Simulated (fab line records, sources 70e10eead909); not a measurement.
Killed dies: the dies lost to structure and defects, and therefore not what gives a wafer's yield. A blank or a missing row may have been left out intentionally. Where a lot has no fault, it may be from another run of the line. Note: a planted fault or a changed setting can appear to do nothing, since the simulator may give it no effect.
Which tool is to blame?	flow nand_harc	72 wafers from 24 lots sampled at 6 of the route's 1159 steps

WHAT THE GAUGES READ, wafer by wafer
The record holds no reading of a measuring or inspecting step that can be judged against a usual standard deviation.

EACH LOT AND THE TOOL THAT RAN IT (in order: tool; ch and the chambers of the sampled wafers; start)
lot	NHARC_A_WL_FILL_CVD_03	NHARC_A_WL_FILL_ETCHBACK_04	NHARC_A_WL_FILL_STRIP_27	NHARC_A_CONTACT_ETCH_49	NHARC_A_CONTACT_ETCH_50	NHARC_A_CONTACT_ETCH_111
L074	cvd_w-02 ch 0,1, day 14 16:50	rie_metal-01 ch 0,1, day 14 19:42	plasma_asher-01 ch 0, day 14 20:03	rie_diel-10 ch 0,1,2, day 16 08:00 or earlier	rie_diel-10 ch 0,1,3, day 16 08:00 or earlier	har_cap_etch-01 ch 0,1, day 16 08:00
L075	cvd_w-02 ch 0,1, day 15 08:29	rie_metal-01 ch 0, day 15 11:25	plasma_asher-01 ch 0,1, day 15 12:02	rie_diel-07 ch 0,1,2, day 16 15:47 or earlier	rie_diel-07 ch 1,2, day 16 15:47 or earlier	har_cap_etch-01 ch 0,1, day 16 15:47
L077	cvd_w-01 ch 0, day 15 10:56	rie_metal-02 ch 0,1, day 15 15:14	plasma_asher-02 ch 0,1, day 15 15:35	rie_diel-07 ch 0,1,2, day 17 01:11 or earlier	rie_diel-07 ch 2,3, day 17 01:11 or earlier	har_cap_etch-03 ch 0,1, day 17 01:11
L076	cvd_w-01 ch 0, day 15 15:38	rie_metal-03 ch 0,1, day 15 20:53	plasma_asher-02 ch 1, day 15 21:14	rie_diel-07 ch 0,2, day 17 02:19 or earlier	rie_diel-07 ch 1,2,3, day 17 02:19 or earlier	har_cap_etch-02 ch 1, day 17 02:19
L079	cvd_w-02 ch 0,1, day 16 01:30	rie_metal-02 ch 0,1, day 16 04:22	plasma_asher-01 ch 0,1, day 16 06:04	rie_diel-07 ch 1,2,3, day 17 17:46 or earlier	rie_diel-07 ch 1,3, day 17 17:46 or earlier	har_cap_etch-01 ch 0,1, day 17 17:46
L078	cvd_w-01 ch 0, day 16 02:29	rie_metal-01 ch 0,1, day 16 07:44	plasma_asher-01 ch 1, day 16 08:25	rie_diel-09 ch 0,1,2, day 18 00:28 or earlier	rie_diel-09 ch 0,1,2, day 18 00:28 or earlier	har_cap_etch-03 ch 1, day 18 00:28
L080	cvd_w-02 ch 1, day 16 18:07	rie_metal-02 ch 0,1, day 16 21:32	plasma_asher-02 ch 0,1, day 16 21:54	rie_diel-09 ch 0,1,3, day 18 04:53 or earlier	rie_diel-09 ch 0,3, day 18 04:53 or earlier	har_cap_etch-01 ch 0,1, day 18 04:53
L081	cvd_w-01 ch 0, day 16 18:14	rie_metal-03 ch 0,1, day 17 00:18	plasma_asher-02 ch 0,1, day 17 00:50	rie_diel-07 ch 1,2,3, day 18 10:27 or earlier	rie_diel-07 ch 1,2,3, day 18 10:27 or earlier	har_cap_etch-02 ch 0,1, day 18 10:27
L082	cvd_w-02 ch 0,1, day 17 14:44	rie_metal-01 ch 1, day 17 17:36	plasma_asher-02 ch 0,1, day 17 18:00	rie_diel-07 ch 1,2, day 18 20:11 or earlier	rie_diel-07 ch 0,1,3, day 18 20:11 or earlier	har_cap_etch-03 ch 0,1, day 18 20:11
L084	cvd_w-01 ch 0,1, day 17 14:54	rie_metal-03 ch 0,1, day 17 17:20	plasma_asher-02 ch 0,1, day 17 17:41	rie_diel-07 ch 0,1, day 18 20:43 or earlier	rie_diel-07 ch 0,1, day 18 20:43 or earlier	har_cap_etch-02 ch 0,1, day 18 20:43
L083	cvd_w-02 ch 0,1, day 17 17:07	rie_metal-03 ch 0,1, day 17 20:30	plasma_asher-02 ch 0,1, day 17 20:53	rie_diel-09 ch 1,2,3, day 19 18:19 or earlier	rie_diel-09 ch 0,1,2, day 19 18:19 or earlier	har_cap_etch-01 ch 0,1, day 19 18:19
L085	cvd_w-01 ch 0,1, day 18 00:29	rie_metal-03 ch 0,1, day 18 03:50	plasma_asher-01 ch 0,1, day 18 04:13	rie_diel-07 ch 0,2,3, day 19 18:23 or earlier	rie_diel-07 ch 0,1,3, day 19 18:23 or earlier	har_cap_etch-03 ch 0,1, day 19 18:23
L087	cvd_w-02 ch 1, day 18 13:43	rie_metal-01 ch 1, day 18 17:04	plasma_asher-02 ch 0, day 18 17:25	rie_diel-09 ch 1,2, day 19 22:52 or earlier	rie_diel-09 ch 0,1,2, day 19 22:52 or earlier	har_cap_etch-03 ch 0,1, day 19 22:52
L086	cvd_w-01 ch 0,1, day 18 14:13	rie_metal-03 ch 0,1, day 18 17:06	plasma_asher-01 ch 0,1, day 18 17:28	rie_diel-07 ch 1,2,3, day 19 22:31 or earlier	rie_diel-07 ch 0,3, day 19 22:31 or earlier	har_cap_etch-02 ch 0,1, day 19 22:31
L088	cvd_w-02 ch 0,1, day 18 16:33	rie_metal-02 ch 0,1, day 18 19:54	plasma_asher-02 ch 0,1, day 18 20:19	rie_diel-07 ch 0,1,2, day 20 09:49 or earlier	rie_diel-07 ch 0,1, day 20 09:49 or earlier	har_cap_etch-02 ch 0,1, day 20 09:49
L092	cvd_w-01 ch 0,1, day 18 17:45	rie_metal-01 ch 0,1, day 18 20:37	plasma_asher-02 ch 0,1, day 18 20:59	rie_diel-07 ch 0,1,3, day 20 03:31 or earlier	rie_diel-07 ch 1,2,3, day 20 03:31 or earlier	har_cap_etch-03 ch 0,1, day 20 03:31
L089	cvd_w-02 ch 0,1, day 18 19:25	rie_metal-03 ch 0,1, day 18 22:46	plasma_asher-02 ch 0,1, day 18 23:07	rie_diel-10 ch 1,2,3, day 20 09:26 or earlier	rie_diel-10 ch 0,1,2, day 20 09:26 or earlier	har_cap_etch-01 ch 0,1, day 20 09:26
L090	cvd_w-01 ch 0,1, day 18 20:32	rie_metal-02 ch 0,1, day 18 23:25	plasma_asher-01 ch 0,1, day 18 23:46	rie_diel-10 ch 1,2,3, day 20 03:43 or earlier	rie_diel-10 ch 1,2, day 20 03:43 or earlier	har_cap_etch-01 ch 0,1, day 20 03:43
L091	cvd_w-02 ch 0,1, day 19 04:13	rie_metal-02 ch 0, day 19 07:34	plasma_asher-02 ch 0,1, day 19 07:55	rie_diel-07 ch 1,2,3, day 20 19:22 or earlier	rie_diel-07 ch 1,2, day 20 19:22 or earlier	har_cap_etch-03 ch 0,1, day 20 19:22
L094	cvd_w-02 ch 0,1, day 20 02:55	rie_metal-02 ch 0,1, day 20 06:13	plasma_asher-02 ch 0,1, day 20 06:36	rie_diel-07 ch 1,2,3, day 21 14:43 or earlier	rie_diel-07 ch 0,1,2, day 21 14:43 or earlier	har_cap_etch-03 ch 0,1, day 21 14:43
L093	cvd_w-01 ch 0,1, day 20 02:58	rie_metal-01 ch 0,1, day 20 05:47	plasma_asher-01 ch 0,1, day 20 06:11	rie_diel-09 ch 1,2, day 21 11:44 or earlier	rie_diel-09 ch 1,2,3, day 21 11:44 or earlier	har_cap_etch-01 ch 0,1, day 21 11:44
L095	cvd_w-01 ch 0,1, day 20 05:18	rie_metal-03 ch 0,1, day 20 08:37	plasma_asher-01 ch 0,1, day 20 09:00	rie_diel-07 ch 1,2,3, day 21 19:01 or earlier	rie_diel-07 ch 1,2,3, day 21 19:01 or earlier	har_cap_etch-02 ch 0,1, day 21 19:01
L097	cvd_w-01 ch 0,1, day 20 11:26	rie_metal-01 ch 0,1, day 20 14:45	plasma_asher-01 ch 0,1, day 20 15:07	rie_diel-10 ch 1,3, day 22 00:29 or earlier	rie_diel-10 ch 0,1, day 22 00:29 or earlier	har_cap_etch-02 ch 0,1, day 22 00:29
L096	cvd_w-01 ch 0,1, day 20 20:50	rie_metal-02 ch 0,1, day 21 00:10	plasma_asher-02 ch 0,1, day 21 00:33	rie_diel-09 ch 1,2, day 22 06:52 or earlier	rie_diel-09 ch 0,2,3, day 22 06:52 or earlier	har_cap_etch-03 ch 0,1, day 22 06:52
- NHARC_A_WL_FILL_CVD_03: deposits W, target thk 40 nm, time 3302 s.
- NHARC_A_WL_FILL_ETCHBACK_04: etches the open film in NF3, target depth 60 nm, time 120 s.
- NHARC_A_WL_FILL_STRIP_27: strips in N2/H2, time 20 s.
- NHARC_A_CONTACT_ETCH_49: etches the open film in N2/H2, target depth 260 nm, time 475.3 s.
- NHARC_A_CONTACT_ETCH_50: etches the open film in CF4/CHF3, target depth 84.7 nm, time 42.4 s.
- NHARC_A_CONTACT_ETCH_111: etches the open film in C4F8/O2/Ar, time 140 s, target depth 700 nm.

AS READ BY THE TOOLS THEMSELVES (means over the sampled wafers that have a number; for cases with no such wafer, the mark the record gives instead)
NHARC_A_WL_FILL_CVD_03.
lot	tool	heater_power_w (W)	throttle_valve_pct (%)
L074	cvd_w-02	490	7.70
L075	cvd_w-02	482	7.96
L077	cvd_w-01	539	7.65
L076	cvd_w-01	546	7.57
L079	cvd_w-02	477	7.94
L078	cvd_w-01	542	7.51
L080	cvd_w-02	449	7.92
L081	cvd_w-01	545	7.36
L082	cvd_w-02	497	7.94
L084	cvd_w-01	511	7.59
L083	cvd_w-02	487	8.05
L085	cvd_w-01	509	7.75
L087	cvd_w-02	472	7.88
L086	cvd_w-01	479	7.77
L088	cvd_w-02	498	7.90
L092	cvd_w-01	475	7.73
L089	cvd_w-02	505	7.91
L090	cvd_w-01	480	7.75
L091	cvd_w-02	485	8.01
L094	cvd_w-02	489	7.85
L093	cvd_w-01	515	7.67
L095	cvd_w-01	478	7.85
L097	cvd_w-01	513	7.85
L096	cvd_w-01	483	7.86

NHARC_A_WL_FILL_ETCHBACK_04.
lot	tool	drypump_motor_current_A (A)	oes_product_au (a.u.)
L074	rie_metal-01	6.2	1.003
L075	rie_metal-01	6.5	0.991
L077	rie_metal-02	5.7	0.989
L076	rie_metal-03	6.0	1.010
L079	rie_metal-02	5.6	0.979
L078	rie_metal-01	6.1	1.006
L080	rie_metal-02	5.6	0.982
L081	rie_metal-03	6.0	1.016
L082	rie_metal-01	6.0	1.006
L084	rie_metal-03	6.0	1.012
L083	rie_metal-03	6.0	1.005
L085	rie_metal-03	6.0	0.998
L087	rie_metal-01	5.9	0.996
L086	rie_metal-03	6.1	1.015
L088	rie_metal-02	5.7	0.994
L092	rie_metal-01	6.3	0.994
L089	rie_metal-03	6.0	0.994
L090	rie_metal-02	5.6	0.988
L091	rie_metal-02	5.6	0.982
L094	rie_metal-02	5.7	1.008
L093	rie_metal-01	6.3	1.002
L095	rie_metal-03	6.0	1.005
L097	rie_metal-01	6.3	0.999
L096	rie_metal-02	5.6	0.996

NHARC_A_WL_FILL_STRIP_27.
lot	tool	drypump_motor_current_A (A)	heater_power_w (W)	temp_c (C)
L074	plasma_asher-01	5.3	347	249.84
L075	plasma_asher-01	5.9	327	250.17
L077	plasma_asher-02	5.4	325	250.18
L076	plasma_asher-02	5.6	289	249.66
L079	plasma_asher-01	5.9	328	250.34
L078	plasma_asher-01	6.1	316	249.98
L080	plasma_asher-02	5.5	302	250.08
L081	plasma_asher-02	5.5	305	249.83
L082	plasma_asher-02	5.4	311	250.16
L084	plasma_asher-02	5.5	303	249.93
L083	plasma_asher-02	5.4	307	250.01
L085	plasma_asher-01	5.6	333	249.89
L087	plasma_asher-02	5.3	316	249.92
L086	plasma_asher-01	5.6	341	249.77
L088	plasma_asher-02	5.4	303	250.06
L092	plasma_asher-02	5.4	310	250.23
L089	plasma_asher-02	5.4	309	250.10
L090	plasma_asher-01	5.6	339	249.89
L091	plasma_asher-02	5.6	305	250.15
L094	plasma_asher-02	5.5	300	250.08
L093	plasma_asher-01	5.6	326	250.10
L095	plasma_asher-01	5.6	329	249.91
L097	plasma_asher-01	5.6	327	249.98
L096	plasma_asher-02	5.5	297	249.92

NHARC_A_CONTACT_ETCH_49.
lot	tool	drypump_motor_current_A (A)	oes_product_au (a.u.)	rf_fwd_power_W (W)	rf_vpp_V (V)	showerhead_plenum_p_Torr (Torr)	throttle_valve_pct (%)
L074	rie_diel-10	6.2	1.010	400.1	432.0	2.09	14.174
L075	rie_diel-07	6.0	0.991	398.2	430.1	2.02	14.170
L077	rie_diel-07	6.0	0.998	399.9	429.6	2.01	14.167
L076	rie_diel-07	5.8	0.991	400.1	428.3	1.98	14.170
L079	rie_diel-07	5.9	0.994	400.1	428.8	1.98	14.169
L078	rie_diel-09	5.8	0.993	399.7	432.1	2.10	14.171
L080	rie_diel-09	5.6	0.998	400.1	430.8	2.08	14.175
L081	rie_diel-07	5.9	1.005	398.8	428.8	1.98	14.172
L082	rie_diel-07	5.7	1.013	399.5	427.4	1.94	14.175
L084	rie_diel-07	6.2	1.000	400.4	430.5	2.03	14.174
L083	rie_diel-09	5.6	0.987	399.3	432.4	2.11	14.173
L085	rie_diel-07	5.9	1.005	399.7	430.7	2.03	14.167
L087	rie_diel-09	5.7	0.980	399.2	431.5	2.08	14.167
L086	rie_diel-07	5.9	1.011	400.7	428.2	1.98	14.167
L088	rie_diel-07	6.0	1.006	400.0	429.1	2.01	14.171
L092	rie_diel-07	6.2	1.002	400.0	430.6	2.05	14.184
L089	rie_diel-10	5.8	1.004	398.6	433.2	2.14	14.169
L090	rie_diel-10	5.8	0.994	399.0	432.9	2.14	14.167
L091	rie_diel-07	5.9	1.010	397.6	429.3	1.98	14.178
L094	rie_diel-07	5.9	1.017	399.5	429.4	1.98	14.175
L093	rie_diel-09	5.8	0.973	399.4	431.8	2.08	14.166
L095	rie_diel-07	5.9	1.006	399.6	429.0	1.98	14.172
L097	rie_diel-10	5.5	0.998	400.1	431.2	2.08	14.177
L096	rie_diel-09	5.8	0.975	398.9	431.1	2.07	14.173

NHARC_A_CONTACT_ETCH_50.
lot	tool	drypump_motor_current_A (A)	oes_product_au (a.u.)	rf_fwd_power_W (W)	rf_vpp_V (V)	showerhead_plenum_p_Torr (Torr)	throttle_valve_pct (%)
L074	rie_diel-10	5.6	0.972	494.6	371.3	1.61	16.804
L075	rie_diel-07	5.7	0.958	493.9	367.9	1.50	16.800
L077	rie_diel-07	5.7	0.921	493.5	368.3	1.51	16.803
L076	rie_diel-07	5.9	0.931	495.7	369.5	1.53	16.807
L079	rie_diel-07	6.1	0.959	493.9	370.6	1.55	16.806
L078	rie_diel-09	5.8	0.916	496.5	371.7	1.62	16.802
L080	rie_diel-09	5.4	0.926	493.8	372.4	1.63	16.800
L081	rie_diel-07	5.9	0.978	494.8	370.6	1.53	16.798
L082	rie_diel-07	6.2	0.970	494.4	370.9	1.58	16.805
L084	rie_diel-07	6.3	0.969	494.3	371.9	1.60	16.800
L083	rie_diel-09	5.8	0.956	495.4	371.1	1.61	16.810
L085	rie_diel-07	6.2	0.968	493.7	371.4	1.58	16.811
L087	rie_diel-09	5.8	0.952	495.3	371.0	1.61	16.797
L086	rie_diel-07	6.1	0.979	494.8	371.3	1.60	16.798
L088	rie_diel-07	6.2	0.955	492.4	370.8	1.57	16.803
L092	rie_diel-07	5.9	0.991	494.4	369.3	1.53	16.817
L089	rie_diel-10	6.2	0.933	494.5	371.5	1.60	16.810
L090	rie_diel-10	6.0	0.930	495.0	371.1	1.61	16.803
L091	rie_diel-07	6.0	0.973	495.1	368.8	1.52	16.798
L094	rie_diel-07	6.0	0.975	495.3	370.3	1.55	16.804
L093	rie_diel-09	5.5	0.929	493.9	372.2	1.62	16.790
L095	rie_diel-07	5.9	0.979	496.2	368.4	1.53	16.814
L097	rie_diel-10	5.8	0.925	494.7	370.7	1.57	16.794
L096	rie_diel-09	5.6	0.934	494.1	372.1	1.63	16.800

NHARC_A_CONTACT_ETCH_111.
lot	tool	oes_air_line_au (a.u.)
L074	har_cap_etch-01	1.033
L075	har_cap_etch-01	0.987
L077	har_cap_etch-03	0.995
L076	har_cap_etch-02	0.981
L079	har_cap_etch-01	0.995
L078	har_cap_etch-03	0.968
L080	har_cap_etch-01	1.010
L081	har_cap_etch-02	0.989
L082	har_cap_etch-03	1.006
L084	har_cap_etch-02	1.003
L083	har_cap_etch-01	0.993
L085	har_cap_etch-03	0.978
L087	har_cap_etch-03	1.014
L086	har_cap_etch-02	0.993
L088	har_cap_etch-02	0.972
L092	har_cap_etch-03	0.990
L089	har_cap_etch-01	1.012
L090	har_cap_etch-01	0.990
L091	har_cap_etch-03	0.986
L094	har_cap_etch-03	1.024
L093	har_cap_etch-01	1.014
L095	har_cap_etch-02	1.006
L097	har_cap_etch-02	1.008
L096	har_cap_etch-03	1.024

THE ANSWER, worked out from the rows above alone
Rule: the lots themselves supply what counts as usual. Put in order of their means at a reading, lots are off if they are a third of the lots or fewer, leave a main group of 4 or more, and stand apart from it by a gap of 3 or more times the standard deviation of the main group's means; of several such gaps the widest counts. Not used: any main group whose means are identical at the precision the tables above print for the reading. A lot without any number at a reading at which 4 lots or more have one is off too. All remaining lots with rows at the step are treated as sound. After the gauges, taken in route order, come the tools' own readings; for these a lot's mean is taken, as printed above. The first step at which some lot is off is used, and at that step the reading that is off furthest; a lot without a number counts as furthest.
No lot is off on any of the readings shown, so nothing can be concluded from this.

WHAT THE SIMULATOR PUT IN
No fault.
